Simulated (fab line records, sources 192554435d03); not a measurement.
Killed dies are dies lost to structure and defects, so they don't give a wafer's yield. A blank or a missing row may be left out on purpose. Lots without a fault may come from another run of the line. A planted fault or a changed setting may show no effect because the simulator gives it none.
fab line records | flow n5_finfet
record lots=5 wafers=12 last_day=17
route steps=1938 shown BEOL_M1@829 BEOL_M2@841 BEOL_M4@1111
lots that met no fault: from a run of the same line without faults
start_h: hours from the record's first day to the start of the lot's first wafer shown | wait_h: hours since the lot's step before | " the same as in the row above | L1.1+2: a row that stands for several wafers | - no value, or no start given | * or withheld: withheld | < > ~ a bound
route shown NAME@n: a module of which the file shows steps, and the number in the route of the first | usual: mean/standard deviation of fault-free wafers | same: alike in all rows | chamber/n: place in a boat | sites: the reading at each site | _std_site: their standard deviation | _edge_site: outer sites' mean less inner sites' | radius_mm: how far each site lies from the wafer's centre | mask NAME#n: copy n | behind: the tool/chamber that last shaped the wafer | hold: why the lot was held/for how many hours/how that ended | device: the transistor (n, p or np) that didn't switch | end of line: the same wafers' tests at the end of the route | a step without rows: its recipe alone | killed: dies lost to structure and defects at the first sort, not the wafer's yield | map: a wafer's dies, x killed, . not, _ none there
set.NAME: the setting as run; set.NAME@STEP: as run at that earlier step | model.NAME: the simulator's own value behind a step, which no gauge read
lots at some steps of the route; a table a step, a row a wafer
services: from which hour (start_h, from the record's first day; less than 0 if before it) a tool's chamber was out of use, for how many hours, and why
## steps
# step N5_BEOL_M1_ANNEAL_95
# recipe temp_c=400 time_s=240 ambient=vacuum
# step N5_BEOL_M1_SPUTTER_96
# recipe material=Cu target_thk_a=45 temp_c=-20 chamber_pressure_pa=0.07 power_w=withheld time_s=8.29
# step N5_BEOL_M1_ECD_50
# recipe material=Cu target_thk_a=3000
# step N5_BEOL_M1_ANNEAL_51
# recipe temp_c=225 time_s=90 ambient=N2
# step N5_BEOL_M1_CMP_52
# recipe stop_on=SiOC t_overpolish_s=6.8 down_force_psi=1 platen_rpm=50 clearing_platen_down_force_psi=1.5 clearing_platen_rpm=50 post_cmp_clean=cu_alkaline target_thk_nm=40 clearing_platen_pad_velocity_m_s=0.99484 pad_velocity_m_s=0.99484
# step N5_BEOL_M1_PRE_CLEAN_60
# recipe gas=NH3/H2 time_s=15 temp_c=* rf_power_w=300
# step N5_BEOL_M1_CO_CAP_55
# recipe material=Co target_thk_a=20 temp_c=200 precursor=CCTBA/H2 pressure_torr=30 time_s=102.1
# step N5_BEOL_M1_PRE_CLEAN_56
# recipe gas=NH3 time_s=15 temp_c=withheld rf_power_w=300
# step N5_BEOL_M1_DEP_57
# recipe material=SiCN target_thk_a=80 temp_c=withheld precursor=3MS/NH3 pressure_torr=3 rf_w=202 time_s=14
# step N5_BEOL_M2_ILD_DEP_00
# recipe material=SiOC target_thk_a=790 temp_c=350 precursor=DEMS/O2 pressure_torr=5 rf_w=500 time_s=15.3
# usual heater_power_outer_w=263/46 heater_power_w=475/64 rf_fwd_power_W=494.4/2 showerhead_plenum_p_Torr=5.687/0.013 throttle_valve_pct=11.8/0.47
# columns lot.wafer tool chamber start_h wait_h heater_power_outer_w heater_power_w rf_fwd_power_W showerhead_plenum_p_Torr since_wet_clean_h throttle_valve_pct model.SiOC_of_BEOL_M2_ILD_DEP_00.thk_nm
L454.2 pecvd-03 0 178.63 0.0 269 483 - 5.678 883 11.6 69.8
L454.6 " 0 " " 269 490 496.0 5.682 - 11.8 79.4
L456.2 pecvd-03 2 190.39 0.0 191 376 - 5.667 140 10.9 70.6
L456.6 " 1 " " 333 575 496.8 5.705 - 12.2 79.6
L458.4 pecvd-03 1 208.56 0.1 336 581 - 5.679 - 12.3 72.6
L458.6 " 2 " " 196 381 496.5 5.677 - 11.2 79.6
L465.1 pecvd-02 1 252.51 0.0 251 427 492.6 5.684 1500 12.1 78.2
L465.2 " 2 " " 251 505 496.0 5.693 21 11.5 79.2
L465.5 " 0 " " 297 548 497.0 5.706 - 11.2 79
L469.3 pecvd-01 1 271.11 0.0 331 601 496.0 5.665 2062 12.5 78
L469.4 " 1 " " 333 585 493.2 5.694 - 12.5 79.2
L469.6 " 0 " " 216 424 495.5 5.694 - 11.7 79.2
# step N5_BEOL_M2_THK_MEAS_01
# recipe reads=SiOC_of_BEOL_M2_ILD_DEP_00
# usual M2_ILD_THK=78.9/1.1
# columns lot.wafer tool chamber start_h wait_h M2_ILD_THK[nm]
L454.2 film_metro-01 - 178.69 0.1 69.7
L454.6 " - " " 79.4
L456.2 film_metro-02 - 190.46 0.1 70.5
L456.6 " - " " 79.5
L458.4 film_metro-02 - 208.61 0.0 72.7
L458.6 " - " " 79.7
L465.1 film_metro-02 - 252.58 0.0 78.3
L465.2 " - " " 79.2
L465.5 " - " " 78.9
L469.3 film_metro-02 - 271.18 0.1 78.0
L469.4 " - " " 79.2
L469.6 " - " " 79.2
# step N5_BEOL_M2_PECVD_72
# recipe material=SiO2 target_thk_a=160 temp_c=400 precursor=TEOS/O2 pressure_torr=5.5 rf_w=450 teos_flow_sccm=53.8 gas=O2 flow_sccm=3000 time_s=18
# step N5_BEOL_M2_HM_DEP_02
# recipe material=TiN target_thk_a=200 temp_c=25 chamber_pressure_pa=0.49996
# step N5_BEOL_M2_COAT_61
# recipe resist=SOC temp_c=250 time_s=60 spin_rpm=1500 resist_thk_nm=60
# step N5_BEOL_M2_COAT_62
# recipe resist=SiARC temp_c=220 time_s=60 spin_rpm=1500 resist_thk_nm=12
# step N5_BEOL_M2_COAT_73
# recipe resist=underlayer temp_c=205 time_s=60 spin_rpm=1500 resist_thk_nm=5
# step N5_BEOL_M2_COAT_05
# recipe resist=CAR-EUV spin_rpm=1500 resist_thk_nm=30
# step N5_BEOL_M2_EBR_07
# recipe solvent=PGMEA ebr_width_mm=1.5
# step N5_BEOL_M2_SOFTBAKE_06
# recipe temp_c=110 time_s=60 resist=CAR-EUV
# step N5_BEOL_M2_EXPOSE_08
# recipe mask_id=M2 na=0.33 source_shape=dipole sigma_inner=0.369 sigma_outer=0.767 polarization=unpolarized dose_mj=41.25
# step N5_BEOL_M2_PEB_09
# recipe peb_temp_c=100 peb_time_s=60 resist=CAR-EUV
# step N5_BEOL_M2_DEVELOP_10
# recipe develop_time_s=30 developer=TMAH resist=CAR-EUV rinse_liquid=surfactant_rinse dry=air_spin dev_temp_c=23
# step N5_BEOL_M2_DESCUM_16
# recipe chemistry=O2 time_s=7 source_power_w=50 bias_power_w=20 pressure_mtorr=20 rf_frequency_hz=2.712e+07 temp_c=40 resist=CAR-EUV o2_flow_sccm=225
# step N5_BEOL_M2_ETCH_74
# recipe chemistry=N2/H2 target=underlayer target_depth_a=65 mask_material=CAR-EUV time_s=5.2 ion_energy_ev=200 pressure_mtorr=30 source_w=840 bias_w=150 n2_flow_sccm=200 h2_flow_sccm=200 ends=cleared
# step N5_BEOL_M2_ETCH_63
# recipe chemistry=CF4 target=SiARC target_depth_a=156 mask_material=CAR-EUV time_s=26 ion_energy_ev=80 pressure_mtorr=40 source_w=545 bias_w=36 Ar_flow_sccm=100 cf4_flow_sccm=100 ends=cleared
# step N5_BEOL_M2_ETCH_64
# recipe chemistry=N2/H2 target=SOC target_depth_a=750 overetch_a=225 mask_material=SiARC temp_c=40 time_s=121.9 ion_energy_ev=200 pressure_mtorr=30 source_w=840 bias_w=150 n2_flow_sccm=200 h2_flow_sccm=200
# step N5_BEOL_M2_STRIP_65
# recipe chemistry=N2/H2 temp_c=40 n2_flow_sccm=200 h2_flow_sccm=200 rf_frequency_hz=6e+07
# step N5_BEOL_M2_STRIP_75
# recipe chemistry=N2/H2 temp_c=40 n2_flow_sccm=200 h2_flow_sccm=200 rf_frequency_hz=6e+07
# step N5_BEOL_M2_STRIP_66
# recipe chemistry=CF4 resist=SiARC power_w=300 bias_power_w=75 pressure_mtorr=50 cf4_flow_sccm=150 rf_frequency_hz=6e+07
# step N5_BEOL_M2_HM_OPEN_17
# recipe chemistry=Cl2/BCl3 target_depth_a=200 overetch_a=60 target=TiN mask_material=SOC ion_energy_ev=150 pressure_mtorr=10 icp_w=1000 bias_w=126 Cl2_flow_sccm=53.25 bcl3_flow_sccm=21.75 Ar_flow_sccm=25
# step N5_BEOL_M2_STRIP_19
# recipe chemistry=O2 power_w=400 temp_c=40 pressure_mtorr=30 rf_frequency_hz=6e+07 bias_power_w=0 overash_fraction=0.2 o2_flow_sccm=225
# step N5_BEOL_M2_COAT_67
# recipe resist=SOC temp_c=250 time_s=60 spin_rpm=1500 resist_thk_nm=60
# step N5_BEOL_M2_COAT_68
# recipe resist=SiARC temp_c=220 time_s=60 spin_rpm=1500 resist_thk_nm=12
# step N5_BEOL_M2_COAT_76
# recipe resist=underlayer temp_c=205 time_s=60 spin_rpm=1500 resist_thk_nm=5
# step N5_BEOL_M2_COAT_22
# recipe resist=CAR-EUV spin_rpm=1500 resist_thk_nm=30
# step N5_BEOL_M2_CMP_52
# recipe stop_on=SiOC t_overpolish_s=6.8 down_force_psi=1 platen_rpm=50 clearing_platen_down_force_psi=1.5 clearing_platen_rpm=50 post_cmp_clean=cu_alkaline target_thk_nm=40 clearing_platen_pad_velocity_m_s=0.99484 pad_velocity_m_s=0.99484
# usual motor_current_A=6.4/0.76
# columns lot.wafer tool chamber start_h wait_h motor_current_A model.SiOC_of_BEOL_M2_ILD_DEP_00.thk_nm
L454.2 cmp-04 1 186.98 0.2 7.5 66.8
L454.6 " 2 " " 7.5 76.4
L456.2 cmp-04 0 200.49 0.3 5.8 67.6
L456.6 " 3 " " 5.6 76.6
L458.4 cmp-04 3 222.53 0.2 5.7 69.6
L458.6 " 2 " " 7.3 76.6
L465.1 cmp-04 3 263.81 0.3 5.5 75.2
L465.2 " 1 " " 7.2 76.2
L465.5 " 2 " " 7.2 76
L469.4 cmp-04 2 281.21 0.2 7.6 76.2
L469.3 " 3 " " 5.3 75
L469.6 " 0 " " 6.0 76.2
# step N5_BEOL_M4_RC_MEAS_101
# usual DIBL_N=36.2/1.7 DIBL_P=36.6/1.9 IOFF_N=0.16/0.032 IOFF_P=0.21/0.037 ION_N=675/12 ION_P=460/8.1 SS_N=71.4/0.58 SS_P=73.4/0.64 VT_N=249/3.2 VT_P=-252/3.4
# columns lot.wafer tool chamber start_h wait_h DIBL_N[mV/V] DIBL_P[mV/V] IOFF_N[nA/um] IOFF_P[nA/um] ION_N[uA/um] ION_P[uA/um] SS_N[mV/dec] SS_P[mV/dec] VT_N[mV] VT_P[mV]
L454.2 prober-01 0 203.26 0.2 39.7 40.2 0.27 0.32 696 474 72.4 75.4 243 -244
L454.6 " 0 " " 38.0 38.5 0.23 0.28 685 469 71.1 74.2 241 -242
L456.2 prober-02 0 226.85 0.2 34.4 35.3 0.12 0.17 658 454 70.9 72.6 252 -256
L456.6 " 0 " " 33.4 33.4 0.11 0.15 658 455 70.2 72.3 255 -253
L458.4 prober-02 0 242.50 0.5 35.3 35.6 0.15 0.18 671 461 71.5 73.5 252 -254
L458.6 " 0 " " 34.0 32.7 0.13 0.15 658 446 71.6 72.6 254 -256
L465.1 prober-02 0 281.81 0.0 34.2 35.7 0.14 0.19 680 469 70.7 72.7 251 -252
L465.2 " 0 " " 36.8 38.5 0.19 0.23 689 464 71.6 73.8 245 -251
L465.5 " 0 " " 35.9 37.6 0.17 0.22 686 471 71.0 73.1 247 -252
L469.3 prober-02 0 297.06 0.3 36.4 34.8 0.15 0.19 673 466 70.6 72.9 248 -252
L469.4 " 0 " " 38.6 37.5 0.19 0.24 688 468 71.2 73.2 247 -250
L469.6 " 0 " " 36.1 33.7 0.14 0.18 656 456 70.8 72.0 253 -254
## services
# columns tool chamber start_h hours kind
pecvd-01 - 167.15 7.7 repair
pecvd-03 0 184.91 1.8 repair
pecvd-03 1 187.01 2.1 scheduled_down
cmp-04 - 198.53 0.2 repair
pecvd-02 2 202.38 - clean
pecvd-02 2 202.38 - consumable_replace:showerhead
pecvd-02 2 202.38 29.0 scheduled_down
pecvd-02 2 202.38 29.0 vent_cycle
pecvd-02 1 220.64 5.0 repair
cmp-04 - 233.49 3.8 repair
pecvd-01 - 246.76 2.8 pm
pecvd-01 0 274.91 19.8 repair
## key
first_sign step=N5_BEOL_M2_THK_MEAS_01 reading=M2_ILD_THK direction=down sigmas=7 usual=78.9 struck=71.0
effect none on later readings
model_effect step=N5_BEOL_M2_ILD_DEP_00 value=SiOC_of_BEOL_M2_ILD_DEP_00.thk_nm without=78.4 struck=71
model_effect step=N5_BEOL_M2_CMP_52 value=SiOC_of_BEOL_M2_ILD_DEP_00.thk_nm without=75.4 struck=68
met_at N5_BEOL_M2_ILD_DEP_00
struck_wafers L454.2,L456.2,L458.4
fault kind=process_parameter_drift tool=pecvd-03 chamber=- onset_h=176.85 steps=N5_BEOL_M2_ILD_DEP_00 channel=time_s offset=* shape=step end_h=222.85 scope=struck_wafers_only acts_in=* stated=*
